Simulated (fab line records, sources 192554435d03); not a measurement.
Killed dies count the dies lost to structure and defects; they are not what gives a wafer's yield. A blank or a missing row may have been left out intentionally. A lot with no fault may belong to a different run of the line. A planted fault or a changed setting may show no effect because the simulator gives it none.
What tool caused it? / flow n5_finfet / Sampling: 10 lots, 27 wafers, 5 of 1938 route steps

== WHAT EACH GAUGE READ, for each wafer ==
N5_BEOL_M0_CUTY_OVL_MEAS_58. Usual: for M0_ABLK_OVL the level is -0.2 nm and the standard deviation is 0.83.
lot=L150; measured=day 6 03:49; on=overlay-02; M0_ABLK_OVL (nm)=1.6 0.7 0.2; flag=
lot=L153; measured=day 6 16:35; on=overlay-02; M0_ABLK_OVL (nm)=0.0 0.6; flag=
lot=L154; measured=day 7 01:32; on=overlay-01; M0_ABLK_OVL (nm)=0.6 1.0 0.6; flag=
lot=L155; measured=day 7 05:58; on=overlay-01; M0_ABLK_OVL (nm)=-0.2 -0.9 -0.2; flag=
lot=L157; measured=day 7 17:28; on=overlay-01; M0_ABLK_OVL (nm)=-1.3 -0.8 -0.5; flag=
lot=L158; measured=day 7 23:24; on=overlay-01; M0_ABLK_OVL (nm)=-1.5 0.6 -0.8; flag=
lot=L165; measured=day 9 18:56; on=overlay-02; M0_ABLK_OVL (nm)=-0.2 0.6; flag=
lot=L168; measured=day 10 10:12; on=overlay-02; M0_ABLK_OVL (nm)=-0.7 0.3; flag=
lot=L169; measured=day 10 16:55; on=overlay-01; M0_ABLK_OVL (nm)=0.6 0.8 -0.2; flag=
lot=L171; measured=day 11 09:44; on=overlay-02; M0_ABLK_OVL (nm)=-1.3 -1.7 -0.1; flag=

N5_BEOL_M4_RC_MEAS_101. Usual: DIBL_N 36.5 mV/V, standard deviation 1.9; DIBL_P 36.4 mV/V, standard deviation 2.2; IOFF_N 0.17 nA/um, standard deviation 0.034; IOFF_P 0.21 nA/um, standard deviation 0.036; ION_N 678 uA/um, standard deviation 12; ION_P 462 uA/um, standard deviation 7.1; SS_N 71.7 mV/dec, standard deviation 0.61; SS_P 73.4 mV/dec, standard deviation 0.71; VT_N 249 mV, standard deviation 3.5; VT_P -251 mV, standard deviation 3.
lot=L150; measured=day 8 17:21; on=prober-02; DIBL_N (mV/V)=37.6 40.3 36.1; DIBL_P (mV/V)=37.9 40.5 35.1; IOFF_N (nA/um)=0.16 0.23 0.15; IOFF_P (nA/um)=0.23 0.27 0.18; ION_N (uA/um)=671 691 666; ION_P (uA/um)=455 471 453; SS_N (mV/dec)=71.6 71.8 70.9; SS_P (mV/dec)=73.9 75.4 73.0; VT_N (mV)=248 243 251; VT_P (mV)=-250 -247 -253; flag=
lot=L153; measured=day 9 01:02; on=prober-01; DIBL_N (mV/V)=34.2 34.4; DIBL_P (mV/V)=34.7 34.6; IOFF_N (nA/um)=0.15 0.15; IOFF_P (nA/um)=0.20 0.20; ION_N (uA/um)=675 676; ION_P (uA/um)=464 471; SS_N (mV/dec)=70.5 70.9; SS_P (mV/dec)=72.9 73.6; VT_N (mV)=249 250; VT_P (mV)=-249 -248; flag=
lot=L154; measured=day 9 17:25; on=prober-02; DIBL_N (mV/V)=38.1 35.4 39.0; DIBL_P (mV/V)=38.5 33.8 39.9; IOFF_N (nA/um)=0.20 0.14 0.22; IOFF_P (nA/um)=0.25 0.18 0.28; ION_N (uA/um)=687 670 688; ION_P (uA/um)=464 456 473; SS_N (mV/dec)=71.9 71.4 72.3; SS_P (mV/dec)=73.6 72.7 74.6; VT_N (mV)=246 251 245; VT_P (mV)=-249 -252 -248; flag=
lot=L155; measured=day 9 21:43; on=prober-01; DIBL_N (mV/V)=38.0 38.1 36.9; DIBL_P (mV/V)=36.3 36.2 36.1; IOFF_N (nA/um)=0.18 0.17 0.16; IOFF_P (nA/um)=0.21 0.19 0.21; ION_N (uA/um)=679 669 676; ION_P (uA/um)=458 453 461; SS_N (mV/dec)=71.9 72.0 71.0; SS_P (mV/dec)=73.6 73.5 73.4; VT_N (mV)=250 252 248; VT_P (mV)=-251 -255 -249; flag=
lot=L157; measured=day 10 21:35; on=prober-01; DIBL_N (mV/V)=36.3 36.0 35.0; DIBL_P (mV/V)=34.0 33.9 32.9; IOFF_N (nA/um)=0.13 0.13 0.12; IOFF_P (nA/um)=0.17 0.16 0.16; ION_N (uA/um)=664 671 658; ION_P (uA/um)=456 453 458; SS_N (mV/dec)=70.8 70.9 71.3; SS_P (mV/dec)=72.6 73.0 72.2; VT_N (mV)=253 252 256; VT_P (mV)=-258 -255 -256; flag=
lot=L158; measured=day 11 09:53; on=prober-01; DIBL_N (mV/V)=38.7 37.5 36.0; DIBL_P (mV/V)=38.9 38.0 35.6; IOFF_N (nA/um)=0.20 0.18 0.14; IOFF_P (nA/um)=0.23 0.21 0.17; ION_N (uA/um)=692 691 664; ION_P (uA/um)=470 467 457; SS_N (mV/dec)=72.4 72.1 71.6; SS_P (mV/dec)=74.4 73.2 73.2; VT_N (mV)=244 249 254; VT_P (mV)=-250 -252 -256; flag=
lot=L165; measured=day 13 10:46; on=prober-02; DIBL_N (mV/V)=36.8 36.1; DIBL_P (mV/V)=35.1 33.2; IOFF_N (nA/um)=0.16 0.14; IOFF_P (nA/um)=0.19 0.16; ION_N (uA/um)=683 671; ION_P (uA/um)=464 451; SS_N (mV/dec)=71.6 71.9; SS_P (mV/dec)=73.5 73.2; VT_N (mV)=249 252; VT_P (mV)=-251 -255; flag=
lot=L168; measured=day 13 10:07; on=prober-01; DIBL_N (mV/V)=36.8 35.3; DIBL_P (mV/V)=38.1 37.1; IOFF_N (nA/um)=0.18 0.16; IOFF_P (nA/um)=0.22 0.19; ION_N (uA/um)=676 673; ION_P (uA/um)=468 456; SS_N (mV/dec)=71.6 72.2; SS_P (mV/dec)=73.6 72.8; VT_N (mV)=248 251; VT_P (mV)=-252 -254; flag=
lot=L169; measured=day 14 06:35; on=prober-01; DIBL_N (mV/V)=38.7 36.4 35.9; DIBL_P (mV/V)=38.4 35.0 34.8; IOFF_N (nA/um)=0.20 0.16 0.14; IOFF_P (nA/um)=0.27 0.21 0.20; ION_N (uA/um)=687 684 678; ION_P (uA/um)=466 465 468; SS_N (mV/dec)=72.4 71.9 71.1; SS_P (mV/dec)=74.0 73.6 73.4; VT_N (mV)=247 249 252; VT_P (mV)=-246 -250 -253; flag=
lot=L171; measured=day 14 21:52; on=prober-01; DIBL_N (mV/V)=33.3 37.5 36.8; DIBL_P (mV/V)=33.5 38.2 36.7; IOFF_N (nA/um)=0.13 0.19 0.18; IOFF_P (nA/um)=0.15 0.21 0.20; ION_N (uA/um)=663 677 680; ION_P (uA/um)=460 459 460; SS_N (mV/dec)=71.1 72.0 71.3; SS_P (mV/dec)=72.2 73.9 73.4; VT_N (mV)=250 248 244; VT_P (mV)=-253 -250 -252; flag=

== EACH LOT AND THE TOOL THAT RAN IT (in order: tool; ch and the chambers of the sampled wafers; start) ==
lot=L150; N5_BEOL_M0_SAQP_MANDREL2_REMOVE_110=rie_si-01 ch 0,1,3, day 6 01:43; N5_BEOL_M0_SAQP_ETCH_88=rie_diel-06 ch 0,2,3, day 6 02:17; N5_BEOL_M0_SAQP_ETCH_73=rie_diel-06 ch 0,2,3, day 6 02:19
lot=L153; N5_BEOL_M0_SAQP_MANDREL2_REMOVE_110=rie_si-02 ch 1,2, day 6 14:16; N5_BEOL_M0_SAQP_ETCH_88=rie_diel-05 ch 0,2, day 6 15:19; N5_BEOL_M0_SAQP_ETCH_73=rie_diel-05 ch 0,2, day 6 15:20
lot=L154; N5_BEOL_M0_SAQP_MANDREL2_REMOVE_110=rie_si-02 ch 0,2,3, day 6 23:32; N5_BEOL_M0_SAQP_ETCH_88=rie_diel-02 ch 0,1, day 7 00:14; N5_BEOL_M0_SAQP_ETCH_73=rie_diel-02 ch 0,1, day 7 00:15
lot=L155; N5_BEOL_M0_SAQP_MANDREL2_REMOVE_110=rie_si-02 ch 1,2, day 7 04:03; N5_BEOL_M0_SAQP_ETCH_88=rie_diel-02 ch 0,1, day 7 04:44; N5_BEOL_M0_SAQP_ETCH_73=rie_diel-02 ch 0,1, day 7 04:46
lot=L157; N5_BEOL_M0_SAQP_MANDREL2_REMOVE_110=rie_si-06 ch 0,2,3, day 7 15:35; N5_BEOL_M0_SAQP_ETCH_88=rie_diel-02 ch 1,2, day 7 16:10; N5_BEOL_M0_SAQP_ETCH_73=rie_diel-02 ch 1,2, day 7 16:11
lot=L158; N5_BEOL_M0_SAQP_MANDREL2_REMOVE_110=rie_si-06 ch 1,2,3, day 7 20:59; N5_BEOL_M0_SAQP_ETCH_88=rie_diel-05 ch 0,2, day 7 21:34; N5_BEOL_M0_SAQP_ETCH_73=rie_diel-05 ch 0,2, day 7 21:34
lot=L165; N5_BEOL_M0_SAQP_MANDREL2_REMOVE_110=rie_si-01 ch 1, day 9 16:31; N5_BEOL_M0_SAQP_ETCH_88=rie_diel-02 ch 1,2, day 9 17:07; N5_BEOL_M0_SAQP_ETCH_73=rie_diel-02 ch 1,2, day 9 17:10
lot=L168; N5_BEOL_M0_SAQP_MANDREL2_REMOVE_110=rie_si-06 ch 0,1, day 10 08:13; N5_BEOL_M0_SAQP_ETCH_88=rie_diel-02 ch 1,3, day 10 08:47; N5_BEOL_M0_SAQP_ETCH_73=rie_diel-02 ch 1,3, day 10 08:48
lot=L169; N5_BEOL_M0_SAQP_MANDREL2_REMOVE_110=rie_si-01 ch 0,1,2, day 10 14:45; N5_BEOL_M0_SAQP_ETCH_88=rie_diel-02 ch 1,2,3, day 10 15:28; N5_BEOL_M0_SAQP_ETCH_73=rie_diel-02 ch 1,2,3, day 10 15:29
lot=L171; N5_BEOL_M0_SAQP_MANDREL2_REMOVE_110=rie_si-01 ch 2,3, day 11 07:44; N5_BEOL_M0_SAQP_ETCH_88=rie_diel-05 ch 0,1, day 11 08:26; N5_BEOL_M0_SAQP_ETCH_73=rie_diel-05 ch 0,1, day 11 08:28
- N5_BEOL_M0_SAQP_MANDREL2_REMOVE_110: chemistry HBr/Cl2/O2, target a-Si, stops on SiCN, bt time 10 s.
- N5_BEOL_M0_SAQP_ETCH_88: etches underlayer in N2/H2, target depth 6.5 nm, time 5.2 s.
- N5_BEOL_M0_SAQP_ETCH_73: etches SiARC in CF4, target depth 19.5 nm, time 32.5 s.

== WHAT THE TOOLS THEMSELVES READ (means of the sampled wafers that have a number; where no wafer has one, the mark that the record gives instead) ==
N5_BEOL_M0_SAQP_MANDREL2_REMOVE_110. Usual: drypump_motor_current_A 5.8 A, standard deviation 0.44; oes_product_au 0.999 a.u., standard deviation 0.015; throttle_valve_pct 36.74 %, standard deviation 0.22.
lot=L150; tool=rie_si-01; drypump_motor_current_A (A)=6.0; oes_product_au (a.u.)=0.996; throttle_valve_pct (%)=36.72; flag=
lot=L153; tool=rie_si-02; drypump_motor_current_A (A)=5.7; oes_product_au (a.u.)=0.991; throttle_valve_pct (%)=36.91; flag=
lot=L154; tool=rie_si-02; drypump_motor_current_A (A)=5.5; oes_product_au (a.u.)=0.990; throttle_valve_pct (%)=36.70; flag=
lot=L155; tool=rie_si-02; drypump_motor_current_A (A)=5.9; oes_product_au (a.u.)=1.006; throttle_valve_pct (%)=36.98; flag=
lot=L157; tool=rie_si-06; drypump_motor_current_A (A)=5.8; oes_product_au (a.u.)=1.021; throttle_valve_pct (%)=36.51; flag=
lot=L158; tool=rie_si-06; drypump_motor_current_A (A)=5.6; oes_product_au (a.u.)=1.008; throttle_valve_pct (%)=36.61; flag=
lot=L165; tool=rie_si-01; drypump_motor_current_A (A)=5.8; oes_product_au (a.u.)=1.000; throttle_valve_pct (%)=36.74; flag=
lot=L168; tool=rie_si-06; drypump_motor_current_A (A)=5.6; oes_product_au (a.u.)=1.008; throttle_valve_pct (%)=36.64; flag=
lot=L169; tool=rie_si-01; drypump_motor_current_A (A)=6.0; oes_product_au (a.u.)=0.986; throttle_valve_pct (%)=36.77; flag=
lot=L171; tool=rie_si-01; drypump_motor_current_A (A)=6.3; oes_product_au (a.u.)=0.989; throttle_valve_pct (%)=36.81; flag=

N5_BEOL_M0_SAQP_ETCH_88. Usual: drypump_motor_current_A 5.6 A, standard deviation 0.4; etch_rf_on_time_s 5.19 s, standard deviation 0.16; oes_product_au 0.67 a.u., standard deviation 0.064; rf_vpp_V 523.9 V, standard deviation 2.2; showerhead_plenum_p_Torr 2.55 Torr, standard deviation 0.066; throttle_valve_pct 17.86 %, standard deviation 0.24.
lot=L150; tool=rie_diel-06; drypump_motor_current_A (A)=5.5; etch_rf_on_time_s (s)=5.24; oes_product_au (a.u.)=0.65; rf_vpp_V (V)=525.4; showerhead_plenum_p_Torr (Torr)=2.59; throttle_valve_pct (%)=17.99; flag=
lot=L153; tool=rie_diel-05; drypump_motor_current_A (A)=5.8; etch_rf_on_time_s (s)=5.03; oes_product_au (a.u.)=0.74; rf_vpp_V (V)=522.5; showerhead_plenum_p_Torr (Torr)=2.53; throttle_valve_pct (%)=17.43; flag=
lot=L154; tool=rie_diel-02; drypump_motor_current_A (A)=5.3; etch_rf_on_time_s (s)=5.36; oes_product_au (a.u.)=0.64; rf_vpp_V (V)=523.8; showerhead_plenum_p_Torr (Torr)=2.58; throttle_valve_pct (%)=18.06; flag=
lot=L155; tool=rie_diel-02; drypump_motor_current_A (A)=5.3; etch_rf_on_time_s (s)=5.32; oes_product_au (a.u.)=0.64; rf_vpp_V (V)=525.1; showerhead_plenum_p_Torr (Torr)=2.58; throttle_valve_pct (%)=18.06; flag=
lot=L157; tool=rie_diel-02; drypump_motor_current_A (A)=5.9; etch_rf_on_time_s (s)=5.19; oes_product_au (a.u.)=0.69; rf_vpp_V (V)=522.9; showerhead_plenum_p_Torr (Torr)=2.53; throttle_valve_pct (%)=17.81; flag=
lot=L158; tool=rie_diel-05; drypump_motor_current_A (A)=5.6; etch_rf_on_time_s (s)=5.04; oes_product_au (a.u.)=0.73; rf_vpp_V (V)=524.1; showerhead_plenum_p_Torr (Torr)=2.50; throttle_valve_pct (%)=17.37; flag=
lot=L165; tool=rie_diel-02; drypump_motor_current_A (A)=5.8; etch_rf_on_time_s (s)=5.16; oes_product_au (a.u.)=0.69; rf_vpp_V (V)=522.7; showerhead_plenum_p_Torr (Torr)=2.52; throttle_valve_pct (%)=17.85; flag=
lot=L168; tool=rie_diel-02; drypump_motor_current_A (A)=5.6; etch_rf_on_time_s (s)=5.24; oes_product_au (a.u.)=0.76; rf_vpp_V (V)=522.2; showerhead_plenum_p_Torr (Torr)=2.50; throttle_valve_pct (%)=17.81; flag=
lot=L169; tool=rie_diel-02; drypump_motor_current_A (A)=5.7; etch_rf_on_time_s (s)=5.25; oes_product_au (a.u.)=0.72; rf_vpp_V (V)=522.7; showerhead_plenum_p_Torr (Torr)=2.51; throttle_valve_pct (%)=17.83; flag=
lot=L171; tool=rie_diel-05; drypump_motor_current_A (A)=5.5; etch_rf_on_time_s (s)=5.04; oes_product_au (a.u.)=0.64; rf_vpp_V (V)=523.9; showerhead_plenum_p_Torr (Torr)=2.56; throttle_valve_pct (%)=17.65; flag=

N5_BEOL_M0_SAQP_ETCH_73. Usual: drypump_motor_current_A 5.6 A, standard deviation 0.4; etch_rf_on_time_s 32.5 s, standard deviation 0.91; oes_product_au 0.67 a.u., standard deviation 0.064; rf_vpp_V 184.1 V, standard deviation 1; showerhead_plenum_p_Torr 2.14 Torr, standard deviation 0.054; throttle_valve_pct 15.62 %, standard deviation 0.25.
lot=L150; tool=rie_diel-06; drypump_motor_current_A (A)=5.5; etch_rf_on_time_s (s)=33.5; oes_product_au (a.u.)=0.65; rf_vpp_V (V)=184.4; showerhead_plenum_p_Torr (Torr)=2.18; throttle_valve_pct (%)=15.71; flag=
lot=L153; tool=rie_diel-05; drypump_motor_current_A (A)=5.7; etch_rf_on_time_s (s)=31.9; oes_product_au (a.u.)=0.73; rf_vpp_V (V)=183.9; showerhead_plenum_p_Torr (Torr)=2.12; throttle_valve_pct (%)=15.21; flag=
lot=L154; tool=rie_diel-02; drypump_motor_current_A (A)=5.3; etch_rf_on_time_s (s)=33.4; oes_product_au (a.u.)=0.65; rf_vpp_V (V)=184.6; showerhead_plenum_p_Torr (Torr)=2.19; throttle_valve_pct (%)=15.87; flag=
lot=L155; tool=rie_diel-02; drypump_motor_current_A (A)=5.3; etch_rf_on_time_s (s)=33.2; oes_product_au (a.u.)=0.64; rf_vpp_V (V)=184.9; showerhead_plenum_p_Torr (Torr)=2.19; throttle_valve_pct (%)=15.87; flag=
lot=L157; tool=rie_diel-02; drypump_motor_current_A (A)=5.9; etch_rf_on_time_s (s)=32.4; oes_product_au (a.u.)=0.69; rf_vpp_V (V)=183.1; showerhead_plenum_p_Torr (Torr)=2.12; throttle_valve_pct (%)=15.60; flag=
lot=L158; tool=rie_diel-05; drypump_motor_current_A (A)=5.5; etch_rf_on_time_s (s)=31.6; oes_product_au (a.u.)=0.73; rf_vpp_V (V)=183.2; showerhead_plenum_p_Torr (Torr)=2.11; throttle_valve_pct (%)=15.26; flag=
lot=L165; tool=rie_diel-02; drypump_motor_current_A (A)=5.8; etch_rf_on_time_s (s)=26.1; oes_product_au (a.u.)=0.80; rf_vpp_V (V)=183.5; showerhead_plenum_p_Torr (Torr)=2.11; throttle_valve_pct (%)=15.66; flag=OFF
lot=L168; tool=rie_diel-02; drypump_motor_current_A (A)=5.6; etch_rf_on_time_s (s)=26.1; oes_product_au (a.u.)=0.91; rf_vpp_V (V)=183.5; showerhead_plenum_p_Torr (Torr)=2.08; throttle_valve_pct (%)=15.46; flag=OFF
lot=L169; tool=rie_diel-02; drypump_motor_current_A (A)=5.7; etch_rf_on_time_s (s)=27.5; oes_product_au (a.u.)=0.81; rf_vpp_V (V)=183.9; showerhead_plenum_p_Torr (Torr)=2.10; throttle_valve_pct (%)=15.51; flag=OFF
lot=L171; tool=rie_diel-05; drypump_motor_current_A (A)=5.5; etch_rf_on_time_s (s)=31.9; oes_product_au (a.u.)=0.64; rf_vpp_V (V)=184.5; showerhead_plenum_p_Torr (Torr)=2.15; throttle_valve_pct (%)=15.54; flag=

== THE ANSWER, worked out from the rows above alone ==
Rule: take the mean of a lot's wafers that have a number; if it is more than 3 standard deviations from the usual mean, the lot is off. Also off: a lot with no number at a reading for which 4 or more lots have one. The other lots that the step has rows for count as sound. First the gauges in route order, then the tools' own readings, where a lot's mean is used as printed above. At the first step where some lot is off, the reading lying furthest off is the one used; lots without a number count as furthest.
Off: L165, L168, L169, at N5_BEOL_M0_SAQP_ETCH_73 (etch_rf_on_time_s).
If a tool, at that step or one of the process steps before it, ran each lot that is off and ran no sound lot following the first of them, it fits. One fits: rie_diel-02 at N5_BEOL_M0_SAQP_ETCH_88 and N5_BEOL_M0_SAQP_ETCH_73. At N5_BEOL_M0_SAQP_ETCH_88 its last sound lot is L157 (day 7 16:10), its first lot that is off L165 (day 9 17:07): a fault that began between those two fits.

== WHAT WAS PUT IN BY THE SIMULATOR ==
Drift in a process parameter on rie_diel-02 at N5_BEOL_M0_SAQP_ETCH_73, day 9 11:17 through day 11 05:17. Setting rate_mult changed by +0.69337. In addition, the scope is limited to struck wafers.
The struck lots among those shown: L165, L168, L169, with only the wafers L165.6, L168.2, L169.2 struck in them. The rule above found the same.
